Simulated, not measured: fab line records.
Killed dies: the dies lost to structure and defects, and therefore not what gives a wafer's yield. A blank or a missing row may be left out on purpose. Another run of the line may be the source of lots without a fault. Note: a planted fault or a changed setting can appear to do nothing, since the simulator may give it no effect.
fab line records	flow nandHarc
[record] lots = 24	wafers = 72	lastDay = 33
route steps=1302 shown A_CHANNEL_HOLE_D1@467 A_CHANNEL_FILL_D1@495
lots that met no fault: taken from a fault-free run of the same line
startH: start of the lot's first displayed wafer, in hours after the record's first day	waitH: time in hours since the lot's previous step	" repeats the value in the row above	L1.1+2: several wafers, shown together as one row	- either no value or no given start	* or withheld: withheld	< > ~ a bound
route shown NAME@n: NAME is a module with steps in the file, n the number in the route of the first one	usual: the fault-free wafers' mean and standard deviation	same: alike in all rows	chamber/n: place in a boat	sites: the reading at each site	_std_site: standard deviation of those values	_edge_site: the outer-site mean with the inner-site mean subtracted	radiusMm: for every site, how far away it sits from the centre of the wafer	mask NAME#n: copy n	behind: the last tool/chamber to shape the wafer	hold: cause of the lot's hold/its duration in hours/its outcome	device: transistor that didn't switch, given as n, p or np	end of line: the same wafers' tests at the end of the route	a step given without rows: its recipe and nothing more	killed: dies that structure and defects cost at the first sort, which is not the same as the wafer's yield	map: per-die view of a wafer (x killed, . not killed, _ where there is no die)
set.NAME: the setting as run; set.NAME@STEP: as run at that earlier step	model.NAME: the simulator's own value behind a step, which no gauge read
a sample of lots followed through the steps of the route, with each step as a table and each wafer as a row
services: the hour from which a tool's chamber was out of use, counted from the record's first day as startH (under 0 if before that day), plus the number of hours and why
[[steps]]
[step NHARC_A_CHANNEL_HOLE_D1_ETCH_39]
[recipe] targetDepthA = 2600	overEtchFrac = 0.3	timeS = 325	ionEnergyEv = 200	n2FlowSccm = 150	h2FlowSccm = 150	arFlowSccm = 0	rfW = 400	biasW = 150	chemistry = N2/H2
[usual] drypumpMotorCurrentA = 5.69/0.24	h2FlowSccm = 149.9/0.43	oesProductAu = 1.002/0.0075	rfVppV = 430.9/2.6	showerheadPlenumPTorr = 2.05/0.088	throttleValvePct = 14.171/0.0099
lot.wafer	tool	chamber	startH	waitH	drypumpMotorCurrentA	h2FlowSccm	oesProductAu	rfHoursCounterH	rfVppV	showerheadPlenumPTorr	throttleValvePct
L074.3	rieDiel-03	3	-	-	5.63	149.6	1.015	4	429.0	2.01	14.183
L074.2	"	1	"	"	5.53	149.5	1.004	4	428.6	1.96	14.173
L074.6	"	2	"	"	6.02	150.2	1.004	-	435.3	2.14	14.189
L075.4	rieDiel-03	0	-	-	5.64	149.0	1.004	3	434.8	2.17	14.159
L075.2	"	1	"	"	5.53	150.6	1.001	5	427.9	1.96	14.168
L075.5	"	3	"	"	5.62	150.1	1.004	-	428.4	2.01	14.182
L076.2	rieDiel-03	0	203.94	-	5.67	150.0	1.010	6	434.4	2.17	14.161
L076.6	"	3	"	"	5.67	149.9	1.005	-	429.8	2.01	14.177
L076.5	"	0	"	"	5.66	149.7	1.005	-	433.0	2.17	14.174
L077.4	rieDiel-03	2	-	-	6.00	150.0	1.009	7	432.4	2.14	14.158
L077.3	"	1	"	"	5.49	149.6	1.005	8	427.7	1.96	14.162
L077.5	"	2	"	"	6.01	149.3	1.000	-	432.8	2.14	14.170
L078.1	rieDiel-03	2	-	-	6.00	150.5	1.001	8	432.4	2.14	14.154
L078.2	"	3	"	"	5.62	150.1	1.012	8	430.0	2.01	14.174
L078.4	"	0	"	"	5.66	150.0	1.002	7	435.2	2.17	14.182
L079.3	rieDiel-03	0	-	-	5.68	149.9	0.995	7	433.6	2.17	14.177
L079.2	"	2	"	"	5.98	150.9	1.003	9	433.4	2.13	14.171
L079.5	"	0	"	"	5.66	150.1	0.998	-	435.5	2.17	14.164
L081.3	rieDiel-03	2	-	-	5.97	149.7	1.007	11	433.8	2.13	14.186
L081.1	"	3	"	"	5.60	149.2	1.011	11	429.1	2.01	14.181
L081.5	"	1	"	"	5.53	149.6	1.017	-	428.2	1.96	14.175
L080.3	rieDiel-03	3	-	-	5.61	149.3	1.014	12	429.4	2.01	14.153
L080.6	"	1	"	"	5.51	150.4	1.001	-	427.9	1.96	14.175
L080.5	"	2	"	"	6.01	149.6	1.005	-	434.4	2.13	14.175
L082.4	rieDiel-03	0	-	-	5.66	150.0	1.008	11	433.9	2.17	14.168
L082.6	"	2	"	"	5.99	150.1	1.004	-	432.0	2.13	14.169
L082.5	"	3	"	"	5.57	150.0	1.014	-	429.7	2.00	14.166
L083.2	rieDiel-03	3	-	-	5.58	150.3	0.995	14	429.8	2.01	14.172
L083.6	"	2	"	"	5.98	150.2	0.991	-	435.1	2.13	14.174
L083.5	"	3	"	"	5.59	149.7	0.995	-	428.8	2.00	14.164
L084.4	rieDiel-09	2	-	-	5.83	149.5	1.004	46	430.5	2.06	14.177
L084.5	"	1	"	"	6.19	150.2	1.000	-	428.0	1.96	14.180
L084.6	"	2	"	"	5.83	149.8	1.002	-	431.3	2.06	14.168
L085.4	rieDiel-01	1	-	-	4.81	150.2	1.000	24	432.1	2.10	14.157
L085.3	"	2	"	"	5.95	150.3	0.995	22	427.1	1.93	14.173
L085.5	"	1	"	"	4.81	150.3	1.005	-	431.9	2.10	14.156
L086.2	rieDiel-01	3	-	-	5.27	149.7	1.000	27	428.6	1.93	14.173
L086.6	"	2	"	"	5.93	150.1	1.003	-	426.8	1.93	14.186
L086.5	"	3	"	"	5.26	149.6	1.002	-	425.8	1.93	14.184
L087.2	rieDiel-09	3	-	-	5.80	149.9	0.985	49	434.3	2.10	14.161
L087.3	"	0	"	"	5.67	149.6	0.995	52	426.3	1.95	14.170
L087.4	"	1	"	"	6.20	149.4	0.998	56	428.7	1.96	14.153
L089.3	rieDiel-03	0	-	-	5.67	150.1	0.998	2	435.0	2.17	14.175
L089.6	"	2	"	"	5.99	150.7	1.005	-	432.6	2.13	14.172
L089.5	"	3	"	"	5.61	150.2	0.996	-	430.3	2.00	14.177
L088.4	rieDiel-03	1	-	-	5.51	150.6	0.999	3	428.1	1.95	14.163
L088.2	"	2	"	"	6.02	150.6	1.000	3	432.9	2.13	14.182
L088.5	"	1	"	"	5.50	150.5	1.008	-	427.0	1.95	14.169
L090.1	rieDiel-03	0	-	-	5.66	150.4	0.999	4	434.3	2.17	14.176
L090.2	"	1	"	"	5.51	149.9	1.007	4	429.3	1.95	14.173
L090.3	"	2	"	"	5.99	150.1	0.996	5	433.7	2.13	14.151
L091.3	rieDiel-03	0	-	-	5.69	150.8	1.002	5	434.7	2.17	14.170
L091.4	"	1	"	"	5.50	149.9	1.005	5	427.8	1.95	14.171
L091.2	"	2	"	"	5.99	150.2	1.012	5	434.5	2.13	14.167
L092.2	rieDiel-03	2	-	-	6.02	150.3	1.000	6	433.0	2.13	14.175
L092.1	"	1	"	"	5.49	149.6	1.002	6	427.1	1.95	14.169
L092.5	"	2	"	"	6.02	150.3	1.002	-	433.2	2.13	14.170
L093.3	rieDiel-01	2	-	-	5.89	150.1	0.988	37	427.3	1.92	14.156
L093.2	"	0	"	"	5.68	148.9	0.986	40	428.2	2.00	14.156
L093.4	"	2	"	"	5.90	150.2	0.989	-	428.2	1.92	14.161
L094.4	rieDiel-03	0	-	-	5.65	150.6	1.002	7	433.9	2.17	14.158
L094.2	"	1	"	"	5.47	149.0	1.001	8	428.6	1.95	14.181
L094.5	"	0	"	"	5.67	150.5	1.008	-	434.4	2.17	14.163
L095.2	rieDiel-09	2	-	-	5.81	149.7	0.993	23	431.1	2.05	14.161
L095.4	"	3	"	"	5.77	149.8	1.005	12	433.5	2.09	14.178
L095.1	"	0	"	"	5.69	149.5	1.011	18	427.6	1.94	14.158
L096.1	rieDiel-03	1	-	-	5.49	150.5	1.004	9	429.0	1.95	14.179
L096.3	"	3	"	"	5.64	149.8	1.013	8	430.0	2.00	14.169
L096.6	"	2	"	"	6.01	149.9	1.005	-	433.2	2.13	14.164
L097.2	rieDiel-03	3	-	-	5.61	149.9	1.004	11	427.8	2.00	14.179
L097.1	"	0	"	"	5.67	150.1	0.997	11	433.8	2.17	14.183
L097.5	"	0	"	"	5.63	150.0	1.012	-	434.9	2.17	14.172
[step NHARC_A_CHANNEL_HOLE_D1_ETCH_24]
[recipe] biasV = 5000	sourceW = withheld	pressureMtorr = 20	timeS = 906.2	arFlowSccm = 375	c4f8FlowSccm = 93.8	o2FlowSccm = 31.2	tempC = -20	targetDepthA = 15000	chemistry = C4F8/O2/Ar
[usual] drypumpMotorCurrentA = 5.96/0.24	showerheadPlenumPTorr = 3.60/0.12	throttleValvePct = 32.234/0.0085
lot.wafer	tool	chamber	startH	waitH	drypumpMotorCurrentA	rfHoursCounterH	showerheadPlenumPTorr	throttleValvePct
L074.2	harEtch-01	0	179.30	0.6	5.83	90	3.73	32.221
L074.3	"	1	"	"	5.85	-	3.56	32.239
L074.6	"	1	"	"	5.85	-	3.56	32.234
L075.2	harEtch-02	1	183.85	0.6	6.49	300	3.43	32.240
L075.4	"	1	"	"	6.49	-	3.43	32.226
L075.5	"	1	"	"	6.50	-	3.43	32.235
L076.2	harEtch-01	1	208.98	0.6	5.87	105	3.55	32.240
L076.5	"	1	"	"	5.88	-	3.55	32.238
L076.6	"	0	"	"	5.83	-	3.73	32.238
L077.3	harEtch-01	0	213.41	0.6	5.82	-	3.72	32.227
L077.4	"	1	"	"	5.88	-	3.55	32.244
L077.5	"	1	"	"	5.87	-	3.55	32.238
L078.2	harEtch-01	1	221.05	0.6	5.86	113	3.55	32.215
L078.1	"	0	"	"	5.82	113	3.72	32.227
L078.4	"	1	"	"	5.85	-	3.55	32.228
L079.2	harEtch-02	1	225.88	0.6	6.52	322	3.42	32.235
L079.3	"	0	"	"	5.87	-	3.75	32.236
L079.5	"	1	"	"	6.51	-	3.42	32.243
L081.1	harEtch-02	0	249.77	0.6	5.87	334	3.74	32.234
L081.3	"	0	"	"	5.86	-	3.74	32.233
L081.5	"	0	"	"	5.87	-	3.74	32.227
L080.3	harEtch-01	0	251.83	0.6	5.85	-	3.71	32.228
L080.5	"	0	"	"	5.83	-	3.71	32.222
L080.6	"	1	"	"	5.87	-	3.54	32.235
L082.4	harEtch-02	0	273.71	1.2	5.88	-	3.73	32.232
L082.5	"	0	"	"	5.89	-	3.73	32.226
L082.6	"	0	"	"	5.91	-	3.73	32.222
L083.2	harEtch-01	1	279.05	0.6	5.86	147	3.53	32.230
L083.6	"	1	"	"	5.86	-	3.53	32.252
L083.5	"	0	"	"	5.85	-	3.70	32.240
L084.4	harEtch-01	0	292.15	0.6	5.82	-	3.70	32.224
L084.6	"	0	"	"	5.82	-	3.70	32.237
L084.5	"	1	"	"	5.87	-	3.53	32.223
L085.4	harEtch-02	0	292.17	0.6	5.83	-	3.72	32.244
L085.3	"	1	"	"	6.53	-	3.41	32.222
L085.5	"	1	"	"	6.51	-	3.41	32.243
L086.2	harEtch-01	1	305.79	0.6	5.87	166	3.52	32.244
L086.6	"	1	"	"	5.86	-	3.52	32.235
L086.5	"	0	"	"	5.82	-	3.69	32.238
L087.2	harEtch-02	0	311.04	0.6	5.86	380	3.72	32.236
L087.3	"	0	"	"	5.89	-	3.72	32.229
L087.4	"	1	"	"	6.51	-	3.40	32.241
L088.2	harEtch-02	1	333.59	0.6	6.47	372	3.40	32.226
L088.4	"	0	"	"	5.87	-	3.71	32.229
L088.5	"	0	"	"	5.90	-	3.71	32.235
L089.3	harEtch-01	0	333.75	0.6	5.84	-	3.68	32.230
L089.5	"	1	"	"	5.89	-	3.51	32.235
L089.6	"	0	"	"	5.83	-	3.68	32.219
L090.2	harEtch-01	1	348.24	0.6	5.86	193	3.51	32.246
L090.1	"	0	"	"	5.83	193	3.68	32.229
L090.3	"	1	"	"	5.85	-	3.51	32.231
L091.2	harEtch-02	0	351.67	0.6	5.87	406	3.70	32.241
L091.3	"	1	"	"	6.51	-	3.39	32.242
L091.4	"	0	"	"	5.85	-	3.70	32.232
L092.1	harEtch-02	1	361.72	0.6	6.55	387	3.39	32.231
L092.2	"	0	"	"	5.90	410	3.70	32.261
L092.5	"	1	"	"	6.51	-	3.39	32.242
L093.2	harEtch-01	1	371.90	0.6	5.88	204	3.50	32.251
L093.3	"	1	"	"	5.87	-	3.50	32.229
L093.4	"	0	"	"	5.80	-	3.67	32.233
L094.2	harEtch-01	0	387.07	0.6	5.83	208	3.67	32.236
L094.4	"	1	"	"	5.88	-	3.50	32.239
L094.5	"	1	"	"	5.86	-	3.50	32.249
L095.2	harEtch-01	1	399.39	0.6	5.87	220	3.49	32.244
L095.1	"	0	"	"	5.80	220	3.66	32.230
L095.4	"	0	"	"	5.83	-	3.66	32.228
L096.1	harEtch-01	0	407.70	0.6	5.83	228	3.66	32.243
L096.3	"	0	"	"	5.82	-	3.66	32.233
L096.6	"	0	"	"	5.81	-	3.66	32.224
L097.2	harEtch-01	0	425.43	0.6	5.80	240	3.65	32.227
L097.1	"	1	"	"	5.84	240	3.48	32.247
L097.5	"	1	"	"	5.87	-	3.48	32.238
[step NHARC_A_CHANNEL_FILL_D1_ALD_15]
[recipe] targetThkA = 20	pulseTimeS = 60	aldCycles = 19	tempC = 630	pressureTorr = 2	material = SiNx
[usual] precursorPulseHeightRel = 0.998/0.021
lot.wafer	tool	chamber	startH	waitH	precursorPulseHeightRel
L074.2	aldSinBatch-03	0	-	-	0.979
L074.3	"	0	"	"	0.987
L074.6	"	0	"	"	1.006
L075.2	aldSinBatch-03	0	199.53	3.2	0.986
L075.4	"	0	"	"	1.043
L075.5	"	0	"	"	1.002
L076.2	aldSinBatch-02	0	-	-	0.973
L076.5	"	0	"	"	1.028
L076.6	"	0	"	"	1.016
L077.3	aldSinBatch-01	0	-	-	0.967
L077.4	"	0	"	"	1.001
L077.5	"	0	"	"	0.965
L078.1	aldSinBatch-03	0	-	-	1.007
L078.2	"	0	"	"	1.003
L078.4	"	0	"	"	1.001
L079.2	aldSinBatch-01	0	-	-	0.970
L079.3	"	0	"	"	1.025
L079.5	"	0	"	"	0.993
L080.3	aldSinBatch-02	0	-	-	1.020
L080.5	"	0	"	"	0.986
L080.6	"	0	"	"	0.991
L081.1	aldSinBatch-02	0	-	-	0.990
L081.3	"	0	"	"	0.994
L081.5	"	0	"	"	1.010
L082.4	aldSinBatch-03	0	-	-	0.975
L082.5	"	0	"	"	0.995
L082.6	"	0	"	"	1.066
L083.2	aldSinBatch-01	0	-	-	1.014
L083.5	"	0	"	"	1.007
L083.6	"	0	"	"	1.031
L084.4	aldSinBatch-01	0	-	-	0.962
L084.5	"	0	"	"	1.012
L084.6	"	0	"	"	1.024
L085.3	aldSinBatch-01	0	-	-	1.009
L085.4	"	0	"	"	0.969
L085.5	"	0	"	"	0.983
L086.2	aldSinBatch-03	0	-	-	0.988
L086.5	"	0	"	"	0.971
L086.6	"	0	"	"	1.021
L087.2	aldSinBatch-02	0	-	-	0.985
L087.3	"	0	"	"	1.001
L087.4	"	0	"	"	1.007
L088.2	aldSinBatch-03	0	-	-	0.987
L088.4	"	0	"	"	1.014
L088.5	"	0	"	"	1.031
L089.3	aldSinBatch-03	0	-	-	0.972
L089.5	"	0	"	"	1.007
L089.6	"	0	"	"	1.001
L090.1	aldSinBatch-03	0	-	-	0.996
L090.2	"	0	"	"	0.954
L090.3	"	0	"	"	1.008
L091.2	aldSinBatch-01	0	367.89	3.2	0.991
L091.3	"	0	"	"	1.002
L091.4	"	0	"	"	0.999
L092.1	aldSinBatch-02	0	379.04	3.2	1.000
L092.2	"	0	"	"	1.031
L092.5	"	0	"	"	1.001
L093.2	aldSinBatch-01	0	-	-	0.979
L093.3	"	0	"	"	0.983
L093.4	"	0	"	"	1.018
L094.2	aldSinBatch-01	0	402.11	3.2	0.972
L094.4	"	0	"	"	0.987
L094.5	"	0	"	"	0.965
L095.1	aldSinBatch-02	0	413.53	3.2	1.009
L095.2	"	0	"	"	1.018
L095.4	"	0	"	"	0.994
L096.1	aldSinBatch-01	0	-	-	1.015
L096.3	"	0	"	"	0.992
L096.6	"	0	"	"	0.994
L097.1	aldSinBatch-01	0	-	-	1.008
L097.2	"	0	"	"	1.014
L097.5	"	0	"	"	1.002
[step NHARC_A_CHANNEL_FILL_D1_ALD_16]
[recipe] targetThkA = 15	pulseTimeS = 10	aldCycles = 15	tempC = 300	material = SiO2
[usual] heaterPowerW = 463/52	precursorPulseHeightRel = 1.000/0.02
lot.wafer	tool	chamber	startH	waitH	heaterPowerW	precursorPulseHeightRel
L074.3	aldHk-03	2	195.85	0.2	380	1.022
L074.2	"	3	"	"	500	0.983
L074.6	"	3	"	"	492	0.973
L075.4	aldHk-03	1	201.62	0.1	396	0.993
L075.2	"	2	"	"	377	1.002
L075.5	"	3	"	"	494	0.990
L076.2	aldHk-01	1	226.32	1.4	476	0.999
L076.6	"	2	"	"	520	0.998
L076.5	"	3	"	"	444	1.019
L077.4	aldHk-01	1	231.06	0.1	474	1.020
L077.3	"	2	"	"	525	1.024
L077.5	"	0	"	"	604	0.990
L078.4	aldHk-02	0	238.35	0.0	554	0.975
L078.1	"	1	"	"	485	0.999
L078.2	"	2	"	"	451	0.983
L079.2	aldHk-03	0	242.05	0.0	451	1.005
L079.3	"	2	"	"	387	1.004
L079.5	"	1	"	"	418	0.996
L080.3	aldHk-02	2	266.32	0.1	443	0.972
L080.5	"	1	"	"	489	1.000
L080.6	"	2	"	"	447	1.032
L081.1	aldHk-02	2	266.65	0.4	448	0.983
L081.3	"	0	"	"	555	1.007
L081.5	"	2	"	"	446	1.021
L082.4	aldHk-02	3	292.90	0.1	429	1.013
L082.5	"	1	"	"	480	1.065
L082.6	"	2	"	"	435	1.007
L083.2	aldHk-03	0	296.79	0.1	443	1.026
L083.6	"	3	"	"	495	1.017
L083.5	"	0	"	"	452	0.995
L084.4	aldHk-02	2	307.91	0.0	431	0.964
L084.5	"	2	"	"	448	0.998
L084.6	"	3	"	"	440	0.966
L085.3	aldHk-02	2	308.08	0.2	451	1.031
L085.4	"	3	"	"	435	0.994
L085.5	"	3	"	"	441	0.986
L086.2	aldHk-02	2	323.41	1.8	455	1.012
L086.6	"	1	"	"	488	1.020
L086.5	"	2	"	"	441	0.969
L087.3	aldHk-02	3	328.73	0.0	429	0.996
L087.4	"	0	"	"	560	0.991
L087.2	"	1	"	"	469	1.021
L089.3	aldHk-03	3	350.74	0.0	497	0.989
L089.5	"	3	"	"	503	0.985
L089.6	"	0	"	"	456	0.966
L088.2	aldHk-03	2	350.90	0.2	389	0.987
L088.4	"	1	"	"	431	0.983
L088.5	"	3	"	"	494	1.029
L090.3	aldHk-02	1	364.23	0.0	479	0.982
L090.2	"	2	"	"	453	0.989
L090.1	"	0	"	"	578	0.994
L091.3	aldHk-03	2	371.28	1.4	391	0.976
L091.4	"	3	"	"	494	0.958
L091.2	"	0	"	"	468	0.990
L092.2	aldHk-03	2	381.65	0.6	386	0.987
L092.1	"	0	"	"	452	0.980
L092.5	"	3	"	"	494	1.014
L093.3	aldHk-02	0	392.46	0.0	571	1.039
L093.2	"	1	"	"	489	0.989
L093.4	"	2	"	"	455	1.014
L094.2	aldHk-02	3	404.22	0.1	420	1.009
L094.4	"	0	"	"	572	0.980
L094.5	"	3	"	"	407	0.997
L095.2	aldHk-03	2	415.60	0.0	383	1.000
L095.1	"	3	"	"	476	0.999
L095.4	"	1	"	"	418	0.998
L096.1	aldHk-03	1	424.22	0.1	399	1.004
L096.3	"	2	"	"	385	0.996
L096.6	"	1	"	"	404	1.042
L097.2	aldHk-03	0	441.49	0.1	453	0.997
L097.1	"	1	"	"	408	1.016
L097.5	"	0	"	"	440	1.000
[step NHARC_A_CHANNEL_FILL_D1_ETCHBACK_20]
[recipe] targetDepthA = 270	timeS = 13.5	c4f8FlowSccm = withheld	o2FlowSccm = 8	arFlowSccm = withheld	rfW = 600	biasW = 1500	chemistry = C4F8/O2/Ar
[usual] oesProductAu = 0.96/0.036	rfVppV = 980/4.9
lot.wafer	tool	chamber	startH	waitH	oesProductAu	rfHoursCounterH	rfVppV
L074.3	rieDiel-05	2	209.88	-	0.92	10	984
L074.2	"	0	"	"	0.93	9	984
L074.6	"	2	"	"	0.92	-	985
L075.2	rieDiel-05	2	213.59	-	0.93	10	986
L075.5	"	2	"	"	0.93	-	985
L075.4	"	0	"	"	0.93	-	984
L076.2	rieDiel-10	3	238.07	-	0.98	8	981
L076.5	"	1	"	"	1.00	-	975
L076.6	"	2	"	"	0.99	-	971
L077.3	rieDiel-05	0	242.93	-	1.00	0	984
L077.5	"	0	"	"	1.01	-	985
L077.4	"	1	"	"	1.00	-	980
L078.2	rieDiel-02	0	250.54	-	0.92	1	979
L078.4	"	1	"	"	0.92	1	987
L078.1	"	3	"	"	0.92	1	988
L079.2	rieDiel-10	1	256.37	-	1.01	0	975
L079.3	"	2	"	"	1.00	0	972
L079.5	"	2	"	"	1.00	-	970
L080.3	rieDiel-02	0	278.33	-	0.99	3	979
L080.6	"	0	"	"	0.98	-	978
L080.5	"	1	"	"	0.98	-	986
L081.3	rieDiel-10	0	278.34	-	0.97	1	975
L081.1	"	2	"	"	0.98	1	970
L081.5	"	3	"	"	0.96	-	980
L082.4	rieDiel-10	1	306.66	-	1.00	2	975
L082.6	"	0	"	"	0.99	-	975
L082.5	"	1	"	"	1.00	-	974
L083.2	rieDiel-02	1	306.66	-	0.99	5	985
L083.5	"	1	"	"	1.01	-	986
L083.6	"	2	"	"	1.00	-	983
L084.4	rieDiel-10	0	321.13	-	0.99	3	976
L084.5	"	3	"	"	0.98	-	981
L084.6	"	0	"	"	1.00	-	976
L085.3	rieDiel-05	2	321.19	-	0.99	6	984
L085.4	"	1	"	"	0.99	-	979
L085.5	"	2	"	"	1.01	-	984
L086.2	rieDiel-05	3	335.37	-	1.00	0	980
L086.5	"	0	"	"	0.93	-	985
L086.6	"	1	"	"	0.92	-	980
L087.2	rieDiel-05	3	340.74	-	0.93	0	981
L087.3	"	1	"	"	0.92	5	979
L087.4	"	2	"	"	0.92	7	984
L088.2	rieDiel-10	3	362.70	-	0.91	6	982
L088.4	"	0	"	"	0.94	5	975
L088.5	"	0	"	"	0.94	-	975
L089.3	rieDiel-05	0	362.70	-	0.93	8	982
L089.5	"	0	"	"	0.93	-	983
L089.6	"	1	"	"	0.94	-	979
L090.2	rieDiel-10	3	376.38	-	0.91	6	982
L090.1	"	0	"	"	0.92	6	975
L090.3	"	2	"	"	0.92	6	970
L091.2	rieDiel-02	2	383.52	-	0.92	8	982
L091.3	"	3	"	"	0.93	7	986
L091.4	"	0	"	"	0.92	9	978
L092.2	rieDiel-02	1	393.77	-	0.92	10	985
L092.1	"	2	"	"	0.92	9	982
L092.5	"	0	"	"	0.92	-	979
L093.4	rieDiel-10	0	404.45	-	0.92	7	975
L093.2	"	1	"	"	0.94	7	973
L093.3	"	3	"	"	0.91	8	981
L094.2	rieDiel-05	3	416.08	-	1.00	0	980
L094.4	"	1	"	"	1.00	0	977
L094.5	"	2	"	"	1.01	-	984
L095.2	rieDiel-02	2	427.61	-	0.93	2	982
L095.4	"	3	"	"	0.92	2	988
L095.1	"	0	"	"	0.92	2	979
L096.3	rieDiel-10	0	436.17	-	1.01	0	975
L096.1	"	2	"	"	1.01	0	970
L096.6	"	1	"	"	1.01	-	975
L097.1	rieDiel-05	0	456.34	-	1.01	2	984
L097.2	"	2	"	"	1.00	3	984
L097.5	"	3	"	"	0.99	-	980
[step NHARC_A_CHANNEL_FILL_D1_STRIP_29]
[recipe] timeS = 20	o2FlowSccm = 500	arFlowSccm = 0	biasW = 0	chemistry = O2
[usual] drypumpMotorCurrentA = 5.7/0.34	oesProductAu = 0.999/0.0071	rfVppV = 57.9/0.81	showerheadPlenumPTorr = 3.57/0.12	throttleValvePct = 17.035/0.0097
lot.wafer	tool	chamber	startH	waitH	drypumpMotorCurrentA	oesProductAu	rfHoursCounterH	rfVppV	showerheadPlenumPTorr	throttleValvePct
L074.3	rieDiel-02	0	227.89	0.2	5.8	0.993	0.1	57.4	3.54	17.042
L074.2	"	1	"	"	5.1	1.005	0.1	58.7	3.73	17.031
L074.6	"	3	"	"	6.2	1.005	-	60.0	3.77	17.037
L075.2	rieDiel-02	1	234.87	0.1	5.1	0.998	1.1	58.3	3.73	17.030
L075.4	"	0	"	"	5.8	1.003	-	57.5	3.54	17.005
L075.5	"	1	"	"	5.1	0.993	-	57.4	3.73	17.037
L076.2	rieDiel-10	2	-	-	6.3	0.999	0.5	57.2	3.33	17.052
L076.5	"	0	"	"	5.6	0.998	-	56.3	3.46	17.037
L076.6	"	1	"	"	5.8	0.997	-	57.5	3.44	17.028
L077.3	rieDiel-05	0	260.56	0.2	5.7	1.002	0.7	57.4	3.67	17.038
L077.5	"	1	"	"	5.4	0.991	-	57.8	3.54	17.032
L077.4	"	2	"	"	5.6	0.997	-	59.3	3.69	17.034
L078.2	rieDiel-10	2	-	-	6.3	0.998	0.7	58.6	3.33	17.036
L078.1	"	3	"	"	5.6	0.987	0.8	59.1	3.61	17.036
L078.4	"	1	"	"	5.9	1.003	0.5	58.5	3.44	17.028
L079.3	rieDiel-10	3	-	-	5.6	0.989	1.3	56.9	3.61	17.038
L079.2	"	1	"	"	5.8	0.999	0.8	57.8	3.44	17.030
L079.5	"	2	"	"	6.3	1.000	-	58.0	3.33	17.048
L081.3	rieDiel-02	0	-	-	5.8	1.007	3.9	58.8	3.53	17.042
L081.1	"	2	"	"	6.4	1.001	2.3	57.3	3.63	17.038
L081.5	"	3	"	"	6.3	1.000	-	58.0	3.77	17.035
L080.3	rieDiel-05	2	296.35	0.1	5.6	1.000	3.9	57.7	3.68	17.037
L080.6	"	0	"	"	5.7	1.009	-	58.8	3.67	17.027
L080.5	"	1	"	"	5.4	0.996	-	59.3	3.54	17.038
L082.4	rieDiel-05	2	325.43	0.1	5.6	1.001	-	57.2	3.68	17.033
L082.5	"	0	"	"	5.7	1.008	-	57.1	3.67	17.050
L082.6	"	1	"	"	5.4	1.000	-	58.4	3.53	17.031
L083.2	rieDiel-10	1	-	-	5.9	1.013	2.8	56.2	3.44	17.051
L083.5	"	0	"	"	5.6	1.008	-	57.1	3.45	17.054
L083.6	"	1	"	"	5.8	1.003	-	58.6	3.44	17.038
L084.4	rieDiel-05	1	-	-	5.4	1.006	5.2	57.8	3.53	17.042
L084.6	"	1	"	"	5.4	0.992	-	57.0	3.53	17.032
L084.5	"	2	"	"	5.6	0.996	-	58.4	3.68	17.040
L085.3	rieDiel-02	3	-	-	6.3	1.004	6.4	58.4	3.77	17.048
L085.4	"	1	"	"	5.1	0.991	8.0	58.7	3.72	17.033
L085.5	"	0	"	"	5.8	1.003	-	57.6	3.53	17.035
L086.2	rieDiel-10	2	-	-	6.3	1.005	5.1	55.6	3.33	17.046
L086.6	"	3	"	"	5.6	0.988	-	58.3	3.61	17.036
L086.5	"	0	"	"	5.6	0.993	-	57.9	3.45	17.034
L087.4	rieDiel-05	1	-	-	5.5	0.998	5.5	58.1	3.53	17.014
L087.2	"	2	"	"	5.6	0.997	7.5	58.6	3.68	17.036
L087.3	"	0	"	"	5.7	1.011	7.6	56.8	3.66	17.037
L089.3	rieDiel-10	2	-	-	6.3	0.993	6.4	54.4	3.32	17.033
L089.5	"	0	"	"	5.6	0.997	-	56.7	3.45	17.054
L089.6	"	1	"	"	5.8	1.004	-	58.5	3.44	17.053
L088.2	rieDiel-05	3	-	-	5.4	0.992	2.8	57.7	3.57	17.028
L088.4	"	0	"	"	5.7	1.002	9.7	58.2	3.66	17.029
L088.5	"	0	"	"	5.7	1.003	-	57.8	3.66	17.051
L090.1	rieDiel-10	2	-	-	6.3	0.996	6.6	57.5	3.32	17.041
L090.3	"	3	"	"	5.6	0.997	6.8	58.8	3.61	17.030
L090.2	"	0	"	"	5.6	0.997	6.4	57.8	3.45	17.038
L091.2	rieDiel-05	0	-	-	5.7	1.014	10.9	58.8	3.66	17.025
L091.3	"	1	"	"	5.4	0.985	8.5	57.3	3.53	17.030
L091.4	"	2	"	"	5.6	0.995	10.9	58.6	3.68	17.028
L092.2	rieDiel-02	2	-	-	6.4	1.005	0.4	58.6	3.62	17.046
L092.1	"	3	"	"	6.3	0.994	0.3	57.6	3.77	17.034
L092.5	"	0	"	"	5.8	1.001	-	57.1	3.53	17.033
L093.3	rieDiel-05	3	-	-	5.4	0.995	0.7	57.6	3.57	17.024
L093.2	"	0	"	"	5.7	1.019	0.7	59.0	3.66	17.058
L093.4	"	2	"	"	5.5	1.006	0.9	57.5	3.68	17.028
L094.4	rieDiel-05	2	-	-	5.6	1.005	1.0	58.0	3.68	17.028
L094.2	"	0	"	"	5.7	1.005	0.8	59.1	3.66	17.023
L094.5	"	1	"	"	5.4	0.999	-	58.3	3.53	17.039
L095.2	rieDiel-02	0	-	-	5.8	0.983	2.6	57.5	3.53	17.047
L095.4	"	1	"	"	5.1	1.007	2.1	57.3	3.72	17.018
L095.1	"	2	"	"	6.4	1.005	2.6	57.5	3.62	17.024
L096.3	rieDiel-10	3	-	-	5.6	1.007	0.8	57.3	3.60	17.040
L096.1	"	0	"	"	5.6	1.005	1.0	58.2	3.45	17.037
L096.6	"	0	"	"	5.6	0.984	-	56.9	3.45	17.023
L097.1	rieDiel-10	3	-	-	5.6	1.001	1.7	58.1	3.60	17.033
L097.2	"	1	"	"	5.9	0.990	2.1	57.6	3.44	17.030
L097.5	"	3	"	"	5.6	1.005	-	57.8	3.60	17.020
[[services]]
tool	chamber	startH	hours	kind
rieDiel-02	1	152.09	4.5	repair
rieDiel-03	0	152.10	5.1	repair
rieDiel-03	0	172.44	2.6	repair
rieDiel-02	1	176.49	7.0	repair
rieDiel-02	0	197.40	27.1	repair
rieDiel-05	3	198.93	132.0	repair
rieDiel-02	-	216.80	9.0	pm
rieDiel-05	-	229.60	9.0	pm
rieDiel-10	-	242.50	9.0	pm
rieDiel-02	0	253.71	6.0	repair
rieDiel-05	1	271.05	21.7	repair
rieDiel-03	-	281.30	9.0	pm
rieDiel-02	3	302.32	18.3	repair
rieDiel-05	-	306.44	0.6	repair
rieDiel-03	1	310.53	5.6	repair
rieDiel-02	0	332.18	4.3	repair
rieDiel-03	-	340.38	2.4	repair
rieDiel-02	2	360.19	11.9	repair
rieDiel-02	-	367.90	0.6	repair
harEtch-01	-	377.65	4.9	repair
rieDiel-05	-	406.60	9.0	pm
rieDiel-10	-	419.50	9.0	pm
rieDiel-02	3	434.73	5.0	repair
rieDiel-03	-	458.30	9.0	pm
[[key]]
fault none
